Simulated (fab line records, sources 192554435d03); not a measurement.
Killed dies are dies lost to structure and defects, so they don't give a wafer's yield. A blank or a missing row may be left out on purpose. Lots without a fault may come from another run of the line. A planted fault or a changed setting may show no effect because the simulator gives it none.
Problem report in the 8D (eight disciplines) form, filled by code | flow n5_finfet | the parts of the form that need people (team, actions taken, sign-off) are left out

1. THE PROBLEM
exposure_dose_mJ_cm2 at N5_BEOL_M1_EXPOSE_08 reads a mean of 32.07 on 9 wafers of 3 lots; wafers without a fault read 32.97 with a standard deviation of 0.041. That is -22 standard deviations from the usual mean.
The step: exposes mask M1.
First seen on wafer L592.1, day 8 13:29, on euv_scanner-01. The record holds 15 wafers of 5 lots with a number at this step. Rule for "out", or "out of limits": more than 4 standard deviations from the usual mean. The other wafers with a number count as sound.

2. WHAT IT IS AND WHAT IT IS NOT
question                    | is                     | is not
which readings at this step | exposure_dose_mJ_cm2   | -
which lots                  | L592, L595, L596       | L591, L599
which wafers of those lots  | all that have a number | -
read on which tools         | euv_scanner-01         | euv_scanner-02
when                        | from day 8 13:29       | up to then (3 sound wafers); but 3 sound wafers of L599 came after

3. SUSPECTS, AND WHAT RULES EACH OUT
Counting: a tool at a process step up to the reading stays a suspect if it ran every lot that is out and no sound lot after the first of them.
- euv_scanner-01 at N5_BEOL_M1_EXPOSE_08 (exposes mask M1): kept. It ran every lot that is out, first L592 (day 8 13:29), and no sound lot after that; its last sound lot up to then is L591 (day 7 14:42). Its own readings are out on those wafers: exposure_dose_mJ_cm2.
Left after counting: euv_scanner-01 at N5_BEOL_M1_EXPOSE_08.

4. THE CAUSE (what the simulator had put in)
Process parameter drift: euv_scanner-01, from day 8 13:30 on, at N5_BEOL_M1_EXPOSE_08. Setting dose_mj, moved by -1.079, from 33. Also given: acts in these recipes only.
Counting left only this tool.

5. THE CHAIN OF EFFECTS, in route order
Each row: a reading whose mean over the struck wafers that have a number lies more than 3 standard deviations from the usual. Only readings for which the record gives a usual standard deviation are gone through. hours: the time from each lot's start at the first step in this table that gives one to its start at this step, as a median over the lots. sigmas: the change in usual standard deviations.
hours | step                 | reading              | usual | on struck wafers | change | sigmas
0     | N5_BEOL_M1_EXPOSE_08 | exposure_dose_mJ_cm2 | 32.97 | 32.07            | -0.90  | -22
The process steps in it:
- N5_BEOL_M1_EXPOSE_08: exposes mask M1.
Later measuring or inspecting steps at which every struck wafer that the step has a row for has a number for every such reading, and none has moved that far: N5_BEOL_M4_RC_MEAS_101.

6. WHAT WOULD HAVE CAUGHT IT SOONER
In this record the first reading out of limits was taken at day 8 13:29.
